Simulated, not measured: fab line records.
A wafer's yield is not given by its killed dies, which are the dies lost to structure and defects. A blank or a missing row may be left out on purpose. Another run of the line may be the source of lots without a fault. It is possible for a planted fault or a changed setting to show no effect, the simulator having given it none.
fab line records	flow n5-finfet
record: lots: 24	wafers: 72	last-day: 17
route steps=1938 shown HKMG_FIN@406 GATE_CUT@465
lots that met no fault: from a run of the same line without faults
start-h: the number of hours between the record's first day and the start of the first shown wafer of the lot	wait-h: hours elapsed since this lot's preceding step	" identical to the entry in the row above	L1.1+2: one row covering several wafers at once	- no value, or no start was given	* or withheld: withheld	< > ~ a bound
route shown NAME@n: a module of which the file shows steps, and the number in the route of the first	usual: mean and standard deviation over wafers with no fault	same: alike in all rows	chamber/n: place in a boat	sites: each site's reading	_std_site: standard deviation across them	_edge_site: mean of outer sites minus mean of inner sites	radius-mm: how far each site lies from the wafer's centre	mask NAME#n: copy n	behind: the last tool/chamber to shape the wafer	hold: what put the lot on hold/how long, in hours/how the hold closed	device: names the non-switching transistor (n, p or np)	end of line: tests of these same wafers at the route's end	a step with no rows: only its recipe	killed: not the wafer's yield, but the dies lost to structure and defects at the first sort	map: dies across one wafer; x = killed, . = not, _ = none there
set.NAME: the run value of the setting; set.NAME@STEP: its run value at that earlier step	model.NAME: the simulator's own value behind a step, which no gauge read
the route's steps for a sample of lots (tables are steps, rows are wafers)
services: the hour from which a tool's chamber was out of use, counted from the record's first day as start-h (under 0 if before that day), plus the number of hours and why
== steps ==
step: N5_HKMG_FIN_ETCH_58
recipe: chemistry: N2/H2	target: SOC	target-depth-a: 2158	ion-energy-ev: 50	bias-w: 13	time-s: 741	pressure-mtorr: 30	source-w: 875	n2-flow-sccm: 200	h2-flow-sccm: 200
usual: drypump-motor-current-A: 5.6/0.47	oes-product-au: 0.84/0.073	rf-vpp-V: 99.2/0.96	showerhead-plenum-p-Torr: 2.57/0.1	throttle-valve-pct: 17.70/0.19
lot.wafer	tool	chamber	start-h	wait-h	drypump-motor-current-A	oes-product-au	rf-hours-counter-h	rf-vpp-V	showerhead-plenum-p-Torr	throttle-valve-pct
L074.4	rie-diel-02	3	78.15	0.0	4.7	0.88	31	98.6	2.48	17.66
L074.5	"	0	"	"	5.9	0.97	-	99.0	2.62	17.46
L074.6	"	1	"	"	5.6	0.92	-	98.8	2.60	17.39
L075.2	rie-diel-02	0	81.85	0.0	5.8	0.96	3	99.4	2.62	17.46
L075.3	"	1	"	"	5.6	0.91	20	99.8	2.60	17.38
L075.4	"	3	"	"	4.7	0.88	33	98.7	2.47	17.66
L076.1	rie-diel-06	1	86.59	0.0	6.7	0.82	84	99.6	2.47	17.90
L076.3	"	3	"	"	5.1	0.91	-	99.6	2.68	17.50
L076.4	"	1	"	"	6.7	0.82	-	99.1	2.47	17.89
L077.2	rie-diel-01	3	91.90	0.0	5.8	0.94	1	99.7	2.49	17.63
L077.4	"	1	"	"	5.3	0.72	179	97.9	2.54	17.91
L077.5	"	0	"	"	6.1	0.75	-	99.7	2.42	17.96
L078.1	rie-diel-02	2	100.65	0.0	5.7	0.86	48	99.2	2.71	17.63
L078.2	"	3	"	"	4.8	0.87	41	99.5	2.47	17.68
L078.4	"	1	"	"	5.6	0.90	30	98.5	2.59	17.39
L079.2	rie-diel-02	0	101.76	0.0	5.8	0.93	13	100.2	2.62	17.47
L079.3	"	1	"	"	5.6	0.90	31	99.7	2.59	17.40
L079.5	"	1	"	"	5.6	0.89	-	99.8	2.59	17.40
L080.1	rie-diel-01	1	112.95	0.0	5.3	0.71	187	99.3	2.54	17.93
L080.5	"	2	"	"	6.4	0.71	-	97.2	2.50	17.81
L080.6	"	3	"	"	5.7	0.90	-	99.1	2.49	17.64
L081.2	rie-diel-02	0	115.07	0.0	5.8	0.91	18	98.9	2.62	17.47
L081.3	"	2	"	"	5.8	0.84	56	99.8	2.70	17.67
L081.5	"	2	"	"	5.8	0.84	-	100.8	2.70	17.68
L082.1	rie-diel-02	2	124.91	0.0	5.8	0.84	61	101.4	2.70	17.67
L082.4	"	1	"	"	5.6	0.88	42	98.0	2.59	17.43
L082.6	"	2	"	"	5.8	0.83	-	100.3	2.70	17.67
L083.1	rie-diel-01	0	134.71	0.0	6.1	0.74	209	98.0	2.42	17.98
L083.2	"	2	"	"	6.4	0.71	243	99.3	2.49	17.84
L083.5	"	0	"	"	6.1	0.74	-	96.0	2.42	17.98
L084.1	rie-diel-01	3	138.85	0.0	5.7	0.87	22	99.6	2.48	17.66
L084.2	"	2	"	"	6.4	0.70	245	98.3	2.49	17.84
L084.4	"	1	"	"	5.3	0.70	200	99.5	2.53	17.97
L085.2	rie-diel-06	2	145.21	0.0	5.4	0.92	21	98.9	2.71	17.79
L085.5	"	2	"	"	5.4	0.93	-	98.3	2.71	17.81
L085.6	"	3	"	"	5.2	0.90	-	100.6	2.67	17.50
L086.1	rie-diel-02	2	151.18	0.0	5.8	0.82	72	100.9	2.70	17.68
L086.3	"	0	"	"	5.9	0.88	31	99.0	2.61	17.51
L086.4	"	1	"	"	5.6	0.86	53	99.4	2.58	17.44
L087.3	rie-diel-06	1	152.38	0.0	6.7	0.81	100	99.6	2.46	17.92
L087.4	"	3	"	"	5.2	0.88	43	99.7	2.67	17.54
L087.6	"	2	"	"	5.4	0.90	-	100.0	2.71	17.79
L088.3	rie-diel-01	1	159.53	0.0	5.3	0.70	209	98.8	2.53	17.97
L088.5	"	1	"	"	5.3	0.70	-	98.7	2.53	17.98
L088.6	"	3	"	"	5.7	0.87	-	98.7	2.48	17.70
L089.4	rie-diel-06	0	166.67	0.0	5.3	0.90	16	100.8	2.72	17.70
L089.5	"	3	"	"	5.1	0.88	-	99.8	2.67	17.54
L089.6	"	0	"	"	5.3	0.91	-	99.7	2.72	17.69
L090.3	rie-diel-01	1	170.57	0.0	5.3	0.69	214	99.6	2.52	17.98
L090.5	"	1	"	"	5.3	0.70	-	98.3	2.52	17.97
L090.6	"	0	"	"	6.1	0.72	-	97.5	2.41	18.02
L091.1	rie-diel-06	2	178.18	0.0	5.4	0.88	34	99.4	2.70	17.81
L091.4	"	3	"	"	5.1	0.87	52	101.3	2.67	17.55
L091.5	"	2	"	"	5.4	0.89	-	100.2	2.70	17.81
L092.1	rie-diel-02	0	182.67	0.0	5.8	0.86	43	98.8	2.61	17.53
L092.3	"	2	"	"	5.8	0.81	83	98.6	2.69	17.71
L092.6	"	1	"	"	5.6	0.84	-	99.6	2.58	17.46
L093.2	rie-diel-06	3	191.13	0.0	5.2	0.87	57	98.2	2.66	17.54
L093.4	"	2	"	"	5.4	0.89	38	99.4	2.70	17.82
L093.6	"	3	"	"	5.2	0.87	-	99.3	2.66	17.56
L094.1	rie-diel-02	0	191.72	0.0	5.8	0.85	46	100.0	2.60	17.54
L094.2	"	2	"	"	5.8	0.81	86	99.6	2.69	17.71
L094.6	"	1	"	"	5.6	0.85	-	98.7	2.58	17.48
L095.1	rie-diel-01	3	199.32	0.0	5.7	0.84	49	99.6	2.47	17.72
L095.5	"	0	"	"	6.1	0.72	-	97.5	2.40	18.03
L095.6	"	3	"	"	5.7	0.84	-	101.2	2.47	17.73
L096.1	rie-diel-02	3	205.21	0.0	4.8	0.81	83	98.8	2.45	17.74
L096.2	"	2	"	"	5.7	0.80	91	100.5	2.69	17.72
L096.6	"	0	"	"	5.8	0.84	-	99.0	2.60	17.55
L097.1	rie-diel-01	1	210.43	0.0	5.3	0.68	230	99.0	2.52	18.01
L097.3	"	2	"	"	6.3	0.93	10	99.6	2.49	17.47
L097.5	"	3	"	"	5.7	0.84	-	99.3	2.47	17.74
step: N5_GATE_CUT_ETCHBACK_00
recipe: chemistry: SF6/Cl2	target: W	pressure-mtorr: 8	icp-w: 900	bias-w: 80	SF6_flow_sccm: 40	Cl2_flow_sccm: 60
usual: drypump-motor-current-A: 5.61/0.17	mfc-cl2-sccm: 60.03/0.19	oes-product-au: 0.74/0.11	throttle-valve-pct: 27.63/0.26
lot.wafer	tool	chamber	start-h	wait-h	drypump-motor-current-A	mfc-cl2-sccm	oes-product-au	rf-hours-counter-h	throttle-valve-pct
L074.4	rie-metal-02	1	85.89	0.1	5.65	60.23	0.64	-	28.03
L074.5	"	0	"	"	5.86	60.19	0.98	-	27.71
L074.6	"	1	"	"	5.65	60.00	0.64	-	28.01
L075.2	rie-metal-01	1	89.81	0.0	5.65	60.20	0.72	64	27.26
L075.3	"	1	"	"	5.60	60.10	0.72	-	27.25
L075.4	"	0	"	"	5.34	59.95	0.84	-	27.52
L076.1	rie-metal-03	0	94.75	0.0	5.53	60.00	0.63	108	27.79
L076.3	"	1	"	"	5.61	59.58	0.63	-	27.48
L076.4	"	0	"	"	5.54	60.09	0.63	-	27.78
L077.2	rie-metal-01	1	99.55	0.0	5.66	60.32	0.72	65	27.26
L077.4	"	1	"	"	5.67	59.84	0.71	-	27.28
L077.5	"	0	"	"	5.36	60.49	0.83	-	27.54
L078.1	rie-metal-02	1	108.72	0.0	5.68	59.85	0.63	107	28.02
L078.2	"	0	"	"	5.87	60.39	0.94	3	27.72
L078.4	"	1	"	"	5.69	59.91	0.63	-	28.02
L079.2	rie-metal-03	1	109.71	0.0	5.59	59.96	0.63	111	27.47
L079.3	"	1	"	"	5.59	60.09	0.63	-	27.49
L079.5	"	1	"	"	5.59	60.10	0.63	-	27.47
L080.1	rie-metal-02	0	120.59	0.0	5.84	59.94	0.94	4	27.73
L080.5	"	0	"	"	5.86	60.33	0.95	-	27.71
L080.6	"	1	"	"	5.68	60.09	0.63	-	28.02
L081.2	rie-metal-02	1	123.83	0.0	5.66	59.66	0.63	108	28.01
L081.3	"	1	"	"	5.66	60.12	0.64	-	28.03
L081.5	"	0	"	"	5.86	59.80	0.93	-	27.70
L082.1	rie-metal-01	1	133.51	0.0	5.66	59.86	0.70	68	27.26
L082.4	"	0	"	"	5.31	59.62	0.81	-	27.55
L082.6	"	0	"	"	5.31	59.57	0.82	-	27.52
L083.1	rie-metal-02	1	142.22	0.0	5.66	59.98	0.63	110	28.04
L083.2	"	0	"	"	5.87	59.88	0.92	6	27.73
L083.5	"	0	"	"	5.85	60.13	0.92	-	27.72
L084.1	rie-metal-02	0	146.40	0.0	5.86	59.91	0.91	7	27.74
L084.2	"	1	"	"	5.65	60.06	0.63	111	28.03
L084.4	"	1	"	"	5.65	60.11	0.62	-	28.02
L085.2	rie-metal-01	0	152.84	0.0	5.32	60.02	0.81	29	27.54
L085.5	"	1	"	"	5.66	60.28	0.70	-	27.27
L085.6	"	0	"	"	5.32	60.19	0.82	-	27.54
L086.1	rie-metal-01	1	158.95	0.0	5.64	59.87	0.71	71	27.26
L086.3	"	1	"	"	5.67	59.99	0.70	-	27.28
L086.4	"	0	"	"	5.33	60.00	0.82	-	27.54
L087.3	rie-metal-02	1	160.03	0.1	5.63	59.94	0.63	-	28.02
L087.4	"	0	"	"	5.85	60.12	0.90	-	27.72
L087.6	"	0	"	"	5.86	60.07	0.91	-	27.72
L088.3	rie-metal-02	0	167.49	0.1	5.88	59.96	0.91	-	27.73
L088.5	"	1	"	"	5.65	60.25	0.63	-	28.04
L088.6	"	0	"	"	5.88	59.91	0.91	-	27.71
L089.4	rie-metal-01	0	174.38	0.1	5.36	60.26	0.81	-	27.53
L089.5	"	1	"	"	5.69	59.79	0.70	-	27.28
L089.6	"	0	"	"	5.33	60.40	0.80	-	27.55
L090.3	rie-metal-01	0	178.11	0.1	5.37	59.93	0.80	-	27.54
L090.5	"	1	"	"	5.64	60.19	0.69	-	27.28
L090.6	"	0	"	"	5.41	60.02	0.80	-	27.55
L091.1	rie-metal-03	0	185.57	0.0	5.53	59.80	0.62	115	27.81
L091.4	"	0	"	"	5.50	59.98	0.61	-	27.82
L091.5	"	1	"	"	5.58	59.87	0.61	-	27.49
L092.1	rie-metal-01	1	190.33	0.0	5.62	59.97	0.69	74	27.28
L092.3	"	0	"	"	5.32	60.25	0.80	-	27.54
L092.6	"	0	"	"	5.33	60.31	0.80	-	27.56
L093.2	rie-metal-01	0	199.04	0.0	5.33	59.99	0.79	34	27.53
L093.4	"	1	"	"	5.65	60.37	0.68	-	27.27
L093.6	"	0	"	"	5.36	59.90	0.80	-	27.55
L094.1	rie-metal-03	1	199.53	0.0	5.61	60.04	0.62	119	27.48
L094.2	"	0	"	"	5.50	59.90	0.62	116	27.81
L094.6	"	0	"	"	5.52	60.30	0.62	-	27.81
L095.1	rie-metal-02	1	206.90	0.0	5.68	60.11	0.62	116	28.03
L095.5	"	1	"	"	5.67	60.17	0.62	-	28.03
L095.6	"	0	"	"	5.86	59.82	0.89	-	27.73
L096.1	rie-metal-01	1	212.64	0.0	5.66	59.70	0.69	76	27.28
L096.2	"	0	"	"	5.32	59.95	0.80	35	27.56
L096.6	"	1	"	"	5.65	59.67	0.69	-	27.29
L097.1	rie-metal-03	0	218.07	0.0	5.50	59.96	0.61	118	27.82
L097.3	"	0	"	"	5.48	60.04	0.62	-	27.81
L097.5	"	1	"	"	5.60	60.08	0.62	-	27.50
step: N5_GATE_CUT_SAC_CAP_01
recipe: material: SiNx	target-thk-a: 240	temp-c: 400	ald-precursor-family: SiH2I2	ald-co-reactant: N2/H2-plasma	pulse-time-s: 1	ald-cycles: 480	purge-time-s: 2	co-reactant-purge-time-s: 2	pressure-torr: 2
usual: heater-power-w: 853/78	precursor-pulse-height-rel: 0.997/0.021
lot.wafer	tool	chamber	start-h	wait-h	heater-power-w	precursor-pulse-height-rel
L074.4	ald-sin-03	0	86.47	0.0	899	1.016
L074.5	"	1	87.56	1.1	706	0.980
L074.6	"	2	"	"	800	1.018
L075.2	ald-sin-03	1	90.64	0.2	704	1.026
L075.3	"	3	"	"	820	0.998
L075.4	"	2	"	"	804	1.004
L076.1	ald-sin-03	3	95.62	0.2	830	0.957
L076.3	"	1	"	"	688	1.001
L076.4	"	0	"	"	903	0.936
L077.2	ald-sin-01	2	100.16	0.0	909	0.980
L077.4	"	0	"	"	843	0.996
L077.5	"	0	101.24	1.1	854	1.017
L078.1	ald-sin-03	0	109.32	0.0	927	0.974
L078.2	"	1	"	"	694	0.973
L078.4	"	3	"	"	841	1.018
L079.2	ald-sin-01	2	110.32	0.0	936	1.002
L079.3	"	1	"	"	858	0.976
L079.5	"	3	111.41	1.1	892	1.027
L080.1	ald-sin-03	3	121.20	0.0	870	0.984
L080.5	"	0	122.29	1.1	925	1.013
L080.6	"	1	"	"	680	0.985
L081.2	ald-sin-03	2	124.45	0.0	787	0.981
L081.3	"	0	"	"	918	0.970
L081.5	"	1	125.53	1.1	699	1.009
L082.1	ald-sin-04	1	134.26	0.0	913	0.998
L082.4	"	0	"	"	970	1.007
L082.6	"	1	135.35	1.1	886	1.007
L083.1	ald-sin-03	2	143.31	0.5	814	1.039
L083.2	"	3	"	"	820	1.004
L083.5	"	1	144.39	1.6	708	1.020
L084.1	ald-sin-04	2	147.04	0.0	777	0.965
L084.2	"	1	"	"	868	1.017
L084.4	"	3	"	"	790	0.975
L085.2	ald-sin-01	3	153.49	0.0	929	1.011
L085.5	"	3	154.57	1.1	914	0.972
L085.6	"	2	"	"	915	1.040
L086.1	ald-sin-04	2	159.56	0.0	805	1.004
L086.3	"	3	"	"	788	0.992
L086.4	"	1	"	"	890	1.012
L087.3	ald-sin-01	1	160.60	0.0	822	0.993
L087.4	"	0	"	"	857	0.977
L087.6	"	1	161.68	1.1	825	0.955
L088.3	ald-sin-04	2	168.50	0.5	776	1.006
L088.5	"	0	169.58	1.6	930	1.009
L088.6	"	1	"	"	919	1.003
L089.4	ald-sin-01	2	175.57	0.6	943	0.981
L089.5	"	1	176.65	1.7	833	1.000
L089.6	"	0	"	"	860	0.996
L090.3	ald-sin-01	1	178.74	0.0	841	1.011
L090.5	"	2	179.82	1.1	926	1.001
L090.6	"	3	"	"	925	1.005
L091.1	ald-sin-03	1	186.38	0.2	699	1.015
L091.4	"	3	"	"	843	1.013
L091.5	"	1	187.47	1.3	701	0.975
L092.1	ald-sin-04	2	191.78	0.9	822	0.995
L092.3	"	0	"	"	956	1.014
L092.6	"	0	192.86	2.0	949	0.965
L093.2	ald-sin-01	3	199.66	0.0	931	1.008
L093.4	"	1	"	"	839	0.995
L093.6	"	3	200.74	1.1	941	0.997
L094.1	ald-sin-03	2	200.15	0.0	824	1.012
L094.2	"	1	"	"	707	1.028
L094.6	"	1	201.24	1.1	694	0.974
L095.1	ald-sin-01	1	207.60	0.0	830	1.022
L095.5	"	2	208.68	1.1	943	0.960
L095.6	"	1	"	"	826	1.008
L096.1	ald-sin-01	1	213.25	0.0	837	0.981
L096.2	"	2	"	"	916	0.989
L096.6	"	1	214.33	1.1	820	1.023
L097.1	ald-sin-01	0	218.93	0.2	875	0.999
L097.3	"	1	"	"	848	1.011
L097.5	"	3	220.01	1.3	931	1.004
step: N5_GATE_CUT_CMP_02
recipe: stop-on: SiO2	t-overpolish-s: 12.7	post-cmp-clean: alkaline-brush	down-force-psi: 2.5	platen-rpm: 51.8	pad-velocity-m-s: 1.0307	target-thk-nm: 0
usual: motor-current-A: 9.0/1.3	overpolish-run-s: 12.701/0.0093	time-to-endpoint-s: 25/3.2
lot.wafer	tool	chamber	start-h	wait-h	motor-current-A	overpolish-run-s	time-to-endpoint-s
L074.4	cmp-01	2	88.83	0.1	13.4	12.687	24
L074.5	"	0	"	"	8.7	12.712	30
L074.6	"	1	"	"	9.0	12.691	21
L075.3	cmp-01	2	92.94	0.1	12.1	12.714	20
L075.2	"	3	"	"	8.2	12.696	24
L075.4	"	0	"	"	9.2	12.698	30
L076.1	cmp-01	1	97.92	0.1	8.6	12.700	24
L076.4	"	2	"	"	13.3	12.702	23
L076.3	"	3	"	"	8.3	12.710	26
L077.2	cmp-01	1	102.42	0.1	8.4	12.695	21
L077.4	"	0	"	"	9.1	12.699	30
L077.5	"	1	"	"	7.9	12.718	22
L078.4	cmp-02	2	111.59	0.0	9.8	12.707	24
L078.2	"	3	"	"	7.8	12.714	23
L078.1	"	1	"	"	8.5	12.695	24
L079.3	cmp-01	0	112.59	0.1	9.1	12.698	28
L079.2	"	1	"	"	8.1	12.696	22
L079.5	"	1	"	"	8.8	12.690	24
L080.1	cmp-02	1	123.51	0.1	8.1	12.726	26
L080.5	"	0	"	"	8.8	12.718	27
L080.6	"	1	"	"	8.2	12.712	24
L081.2	cmp-03	0	126.75	0.1	9.2	12.707	28
L081.3	"	2	"	"	8.9	12.703	30
L081.5	"	3	"	"	8.3	12.707	30
L082.1	cmp-01	0	136.53	0.1	8.9	12.717	29
L082.4	"	1	"	"	8.8	12.681	22
L082.6	"	0	"	"	9.4	12.698	29
L083.2	cmp-02	2	145.68	0.1	10.0	12.705	24
L083.1	"	3	"	"	8.1	12.698	24
L083.5	"	0	"	"	9.3	12.703	26
L084.1	cmp-02	0	149.31	0.1	8.7	12.695	27
L084.4	"	2	"	"	9.6	12.687	23
L084.2	"	3	"	"	7.6	12.704	23
L085.2	cmp-01	1	155.83	0.1	8.2	12.694	20
L085.5	"	3	"	"	8.0	12.705	25
L085.6	"	0	"	"	8.7	12.707	29
L086.4	cmp-03	3	161.83	0.0	7.8	12.694	28
L086.1	"	1	"	"	7.9	12.694	28
L086.3	"	2	"	"	9.2	12.706	29
L087.3	cmp-03	2	162.86	0.1	9.2	12.695	27
L087.4	"	1	"	"	7.9	12.703	27
L087.6	"	2	"	"	9.8	12.712	27
L088.3	cmp-02	2	170.80	0.1	9.4	12.700	21
L088.5	"	1	"	"	8.1	12.705	20
L088.6	"	2	"	"	10.5	12.705	19
L089.4	cmp-03	3	177.83	0.0	7.8	12.701	26
L089.6	"	3	"	"	8.1	12.706	28
L089.5	"	0	"	"	9.4	12.722	25
L090.3	cmp-02	0	181.00	0.1	9.1	12.702	22
L090.5	"	0	"	"	8.8	12.693	24
L090.6	"	1	"	"	7.8	12.701	19
L091.1	cmp-01	0	188.65	0.1	9.3	12.701	30
L091.4	"	1	"	"	8.2	12.711	26
L091.5	"	0	"	"	9.6	12.680	30
L092.1	cmp-02	2	194.06	0.1	10.3	12.705	23
L092.3	"	3	"	"	8.0	12.693	25
L092.6	"	3	"	"	8.4	12.716	24
L093.4	cmp-03	3	201.96	0.1	8.2	12.691	31
L093.2	"	1	"	"	8.2	12.701	25
L093.6	"	2	"	"	9.6	12.697	26
L094.2	cmp-02	3	202.49	0.1	8.0	12.707	22
L094.1	"	0	"	"	9.0	12.689	26
L094.6	"	1	"	"	8.5	12.694	23
L095.1	cmp-03	2	209.98	0.2	9.1	12.711	31
L095.5	"	3	"	"	8.1	12.700	32
L095.6	"	0	"	"	9.0	12.705	29
L096.1	cmp-02	0	215.51	0.1	9.0	12.687	24
L096.2	"	3	"	"	8.1	12.693	22
L096.6	"	0	"	"	8.4	12.699	26
L097.3	cmp-01	3	221.22	0.1	8.3	12.690	25
L097.1	"	2	"	"	12.6	12.695	24
L097.5	"	0	"	"	9.4	12.708	28
step: N5_GATE_CUT_CUT_ETCH_55
recipe: chemistry: BCl3	target: HfO2	mask-material: SiO2	target-depth-a: 32	ion-energy-ev: 30	pressure-mtorr: 5	icp-w: 450	bias-w: 18	bcl3-flow-sccm: 80
usual: drypump-motor-current-A: 5.61/0.16	oes-product-au: 0.72/0.12	throttle-valve-pct: 33.3/0.53
lot.wafer	tool	chamber	start-h	wait-h	drypump-motor-current-A	oes-product-au	rf-hours-counter-h	throttle-valve-pct
L074.4	rie-metal-02	1	90.07	0.0	5.67	0.64	-	33.9
L074.5	"	1	"	"	5.63	0.64	-	33.9
L074.6	"	0	"	"	5.86	0.98	-	33.9
L075.2	rie-metal-03	1	94.26	0.0	5.59	0.63	109	32.8
L075.3	"	0	"	"	5.51	0.62	-	33.6
L075.4	"	1	"	"	5.60	0.63	-	32.8
L076.1	rie-metal-03	0	99.33	0.0	5.50	0.63	109	33.6
L076.3	"	0	"	"	5.51	0.63	-	33.6
L076.4	"	1	"	"	5.61	0.63	-	32.8
L077.2	rie-metal-01	1	103.85	0.0	5.66	0.71	65	32.6
L077.4	"	0	"	"	5.30	0.83	-	32.8
L077.5	"	0	"	"	5.35	0.83	-	32.8
L078.1	rie-metal-03	1	113.02	0.0	5.59	0.64	111	32.8
L078.2	"	0	"	"	5.50	0.63	110	33.6
L078.4	"	0	"	"	5.48	0.63	-	33.6
L079.2	rie-metal-02	0	113.89	0.0	5.86	0.95	3	33.9
L079.3	"	1	"	"	5.64	0.64	-	33.9
L079.5	"	0	"	"	5.85	0.95	-	33.9
L080.1	rie-metal-02	0	124.91	0.0	5.85	0.93	4	33.9
L080.5	"	1	"	"	5.63	0.64	-	33.9
L080.6	"	0	"	"	5.86	0.93	-	33.9
L081.2	rie-metal-01	0	128.31	0.0	5.37	0.82	26	32.8
L081.3	"	0	"	"	5.33	0.82	-	32.8
L081.5	"	1	"	"	5.66	0.71	-	32.6
L082.1	rie-metal-02	1	137.96	0.0	5.67	0.63	110	33.9
L082.4	"	1	"	"	5.67	0.63	-	33.9
L082.6	"	0	"	"	5.85	0.93	-	33.9
L083.1	rie-metal-03	0	146.91	0.0	5.51	0.63	113	33.6
L083.2	"	1	"	"	5.59	0.63	114	32.9
L083.5	"	1	"	"	5.59	0.63	-	32.8
L084.1	rie-metal-01	1	150.61	0.0	5.67	0.70	70	32.6
L084.2	"	0	"	"	5.32	0.82	28	32.8
L084.4	"	0	"	"	5.32	0.81	-	32.8
L085.2	rie-metal-02	1	157.18	0.0	5.66	0.63	112	33.9
L085.5	"	0	"	"	5.86	0.91	-	33.9
L085.6	"	1	"	"	5.65	0.63	-	33.9
L086.1	rie-metal-02	0	163.13	0.0	5.88	0.90	9	33.9
L086.3	"	0	"	"	5.87	0.90	-	33.9
L086.4	"	1	"	"	5.67	0.62	-	33.9
L087.3	rie-metal-02	0	164.30	0.0	5.85	0.90	-	33.9
L087.4	"	1	"	"	5.61	0.63	-	33.9
L087.6	"	0	"	"	5.86	0.91	-	33.9
L088.3	rie-metal-02	0	172.21	0.0	5.85	0.89	-	33.9
L088.5	"	0	"	"	5.87	0.89	-	33.9
L088.6	"	1	"	"	5.66	0.62	-	33.9
L089.4	rie-metal-01	0	179.59	0.0	5.30	0.80	-	32.8
L089.5	"	1	"	"	5.64	0.69	-	32.6
L089.6	"	0	"	"	5.32	0.80	-	32.8
L090.3	rie-metal-01	0	182.53	0.0	5.33	0.82	-	32.8
L090.5	"	1	"	"	5.61	0.70	-	32.6
L090.6	"	0	"	"	5.33	0.81	-	32.8
L091.1	rie-metal-02	1	190.08	0.0	5.65	0.63	116	33.9
L091.4	"	1	"	"	5.66	0.63	-	33.9
L091.5	"	1	"	"	5.64	0.63	-	33.9
L092.1	rie-metal-03	1	195.49	0.0	5.59	0.62	118	32.8
L092.3	"	1	"	"	5.60	0.62	-	32.8
L092.6	"	1	"	"	5.59	0.62	-	32.8
L093.2	rie-metal-03	1	203.35	0.0	5.59	0.62	119	32.8
L093.4	"	0	"	"	5.50	0.62	-	33.6
L093.6	"	0	"	"	5.50	0.61	-	33.6
L094.1	rie-metal-01	0	203.73	0.0	5.36	0.80	34	32.8
L094.2	"	1	"	"	5.65	0.69	76	32.6
L094.6	"	1	"	"	5.67	0.69	-	32.6
L095.1	rie-metal-03	0	211.29	0.0	5.52	0.62	117	33.6
L095.5	"	1	"	"	5.58	0.62	-	32.8
L095.6	"	0	"	"	5.52	0.62	-	33.6
L096.1	rie-metal-01	1	217.15	0.0	5.66	0.68	77	32.6
L096.2	"	0	"	"	5.34	0.78	35	32.8
L096.6	"	1	"	"	5.62	0.68	-	32.6
L097.1	rie-metal-03	0	222.67	0.0	5.52	0.61	118	33.6
L097.3	"	1	"	"	5.59	0.62	-	32.9
L097.5	"	1	"	"	5.59	0.62	-	32.9
step: N5_GATE_CUT_CMP_61
recipe: stop-on: SiNx	t-overpolish-s: 3	post-cmp-clean: alkaline-brush	down-force-psi: 4	platen-rpm: 27.09	pad-velocity-m-s: 0.539
usual: motor-current-A: 12.0/1.8
lot.wafer	tool	chamber	start-h	wait-h	motor-current-A
L074.4	cmp-02	1	92.80	0.2	11.2
L074.6	"	2	"	"	13.4
L074.5	"	3	"	"	10.7
L075.2	cmp-01	2	96.96	0.4	16.8
L075.4	"	3	"	"	11.4
L075.3	"	0	"	"	12.6
L076.4	cmp-01	3	101.94	0.4	11.0
L076.3	"	1	"	"	11.8
L076.1	"	2	"	"	17.5
L077.4	cmp-02	2	106.49	0.4	13.3
L077.2	"	3	"	"	10.4
L077.5	"	2	"	"	13.3
L078.1	cmp-03	0	115.68	0.4	12.2
L078.2	"	1	"	"	10.5
L078.4	"	3	"	"	10.0
L079.2	cmp-01	1	117.59	0.3	11.5
L079.3	"	2	"	"	16.8
L079.5	"	0	"	"	12.4
L080.1	cmp-03	1	127.88	0.3	10.4
L080.6	"	3	"	"	10.7
L080.5	"	0	"	"	12.0
L081.3	cmp-03	0	131.56	0.4	12.2
L081.2	"	1	"	"	10.6
L081.5	"	1	"	"	10.4
L082.4	cmp-03	2	140.63	0.4	12.5
L082.1	"	0	"	"	12.5
L082.6	"	3	"	"	10.9
L083.1	cmp-01	0	149.57	0.4	11.8
L083.2	"	2	"	"	16.9
L083.5	"	0	"	"	12.5
L084.2	cmp-01	2	153.23	0.4	16.5
L084.1	"	0	"	"	12.2
L084.4	"	1	"	"	10.7
L085.2	cmp-02	2	159.94	0.2	13.7
L085.5	"	3	"	"	10.2
L085.6	"	0	"	"	11.6
L086.1	cmp-01	3	166.16	0.4	10.7
L086.3	"	1	"	"	11.3
L086.4	"	2	"	"	18.1
L087.4	cmp-03	3	166.91	0.4	10.7
L087.3	"	1	"	"	10.7
L087.6	"	3	"	"	10.8
L088.3	cmp-01	0	175.03	0.2	12.0
L088.5	"	1	"	"	11.8
L088.6	"	2	"	"	16.8
L089.4	cmp-03	3	183.05	0.3	11.2
L089.5	"	1	"	"	10.4
L089.6	"	2	"	"	12.5
L090.3	cmp-02	2	185.75	0.3	14.1
L090.5	"	0	"	"	12.4
L090.6	"	1	"	"	10.8
L091.1	cmp-03	2	192.73	0.3	12.4
L091.4	"	3	"	"	10.5
L091.5	"	2	"	"	12.8
L092.1	cmp-03	1	198.11	0.4	10.2
L092.3	"	0	"	"	12.3
L092.6	"	2	"	"	13.0
L093.4	cmp-03	2	206.00	0.3	12.5
L093.2	"	3	"	"	11.1
L093.6	"	2	"	"	12.6
L094.2	cmp-02	1	206.51	0.3	10.9
L094.1	"	2	"	"	13.9
L094.6	"	0	"	"	11.6
L095.1	cmp-02	1	214.00	0.2	10.9
L095.5	"	2	"	"	13.5
L095.6	"	3	"	"	10.8
L096.1	cmp-03	0	219.85	0.4	12.5
L096.2	"	1	"	"	10.6
L096.6	"	1	"	"	10.8
L097.3	cmp-01	2	225.32	0.3	17.8
L097.1	"	3	"	"	10.5
L097.5	"	2	"	"	17.0
== services ==
tool	chamber	start-h	hours	kind
rie-diel-01	3	59.68	14.2	repair
cmp-03	-	60.99	8.4	pm
ald-sin-03	0	67.58	5.5	repair
rie-diel-01	-	68.27	2.8	pm
rie-diel-02	1	68.50	2.2	repair
rie-diel-06	0	68.51	6.8	repair
rie-metal-02	1	69.41	10.0	repair
rie-diel-06	2	83.58	4.7	repair
ald-sin-01	-	85.40	14.0	pm
rie-diel-02	2	92.12	3.4	repair
cmp-02	-	94.81	4.1	repair
rie-metal-02	1	99.28	7.9	repair
rie-diel-06	-	104.51	28.1	pm
cmp-03	-	105.88	3.7	pm
ald-sin-01	-	122.19	14.6	pm
cmp-03	-	133.43	6.7	pm
rie-diel-02	0	145.20	4.2	repair
cmp-01	-	160.58	1.5	repair
rie-metal-03	0	161.49	16.5	repair
cmp-03	-	178.06	4.0	pm
cmp-01	-	179.65	4.0	pm
cmp-02	-	196.25	2.8	repair
cmp-01	-	202.18	2.4	repair
rie-diel-06	3	219.51	1.4	repair
== key ==
fault none
